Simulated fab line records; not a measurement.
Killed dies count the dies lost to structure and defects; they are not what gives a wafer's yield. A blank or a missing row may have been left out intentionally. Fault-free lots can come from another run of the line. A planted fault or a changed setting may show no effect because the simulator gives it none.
What tool caused it? / flow n5Finfet / 6 lots, 18 wafers sampled, at 3 steps of a route of 1938

## WHAT EACH GAUGE READ, for each wafer
N5_PASSIVATION_OVL_MEAS_63.
lot=L818; measured=day 13 09:25; on=overlay-02; PAD_OVL (nm)=11 1 8
lot=L820; measured=day 13 17:37; on=overlay-02; PAD_OVL (nm)=2 2 -1
lot=L822; measured=day 14 06:26; on=overlay-01; PAD_OVL (nm)=1 11 -1
lot=L823; measured=day 15 04:12; on=overlay-01; PAD_OVL (nm)=0 2 -3
lot=L828; measured=day 15 08:24; on=overlay-01; PAD_OVL (nm)=-6 -7 -2
lot=L836; measured=day 17 17:50; on=overlay-01; PAD_OVL (nm)=2 -2 -3

## TOOL THAT RAN EACH LOT (tool first, then ch and the chambers of the sampled wafers, then the start)
lot=L818; N5_BEOL_M4_ECD_50=ecdCu-02 ch 0,1, day 9 02:02; N5_PASSIVATION_PRE_CLEAN_19=pvdSputter-01, day 13 08:39
lot=L820; N5_BEOL_M4_ECD_50=ecdCu-01 ch 0,1, day 9 13:01; N5_PASSIVATION_PRE_CLEAN_19=pvdSputter-03, day 13 16:51
lot=L822; N5_BEOL_M4_ECD_50=ecdCu-01 ch 1, day 10 03:56; N5_PASSIVATION_PRE_CLEAN_19=pvdSputter-01, day 14 05:40
lot=L823; N5_BEOL_M4_ECD_50=ecdCu-01 ch 0,1, day 10 19:34; N5_PASSIVATION_PRE_CLEAN_19=pvdSputter-02, day 15 03:34
lot=L828; N5_BEOL_M4_ECD_50=ecdCu-02 ch 0,1, day 11 00:45; N5_PASSIVATION_PRE_CLEAN_19=pvdSputter-02, day 15 07:44
lot=L836; N5_BEOL_M4_ECD_50=ecdCu-01 ch 0,1, day 13 10:50; N5_PASSIVATION_PRE_CLEAN_19=pvdSputter-02, day 17 17:11
- N5_BEOL_M4_ECD_50: material Cu, target thk 300 nm.
- N5_PASSIVATION_PRE_CLEAN_19

## THE ANSWER, worked out from the rows above alone
Rule: usual is defined by the lots themselves. Put in order of their means at a reading, lots are off if they are a third of the lots or fewer, leave a main group of 4 or more, and stand apart from it by a gap of 3 or more times the standard deviation of the main group's means; of several such gaps the widest counts. If all means in a main group match to the digits the tables above print for the reading, that group is not used. Also off: a lot with no number at a reading for which 4 or more lots have one. Where the step has rows for the other lots, those lots are counted as sound.
No lot is off on any of the readings shown, so nothing can be concluded from this.

## WHAT WAS PUT IN BY THE SIMULATOR
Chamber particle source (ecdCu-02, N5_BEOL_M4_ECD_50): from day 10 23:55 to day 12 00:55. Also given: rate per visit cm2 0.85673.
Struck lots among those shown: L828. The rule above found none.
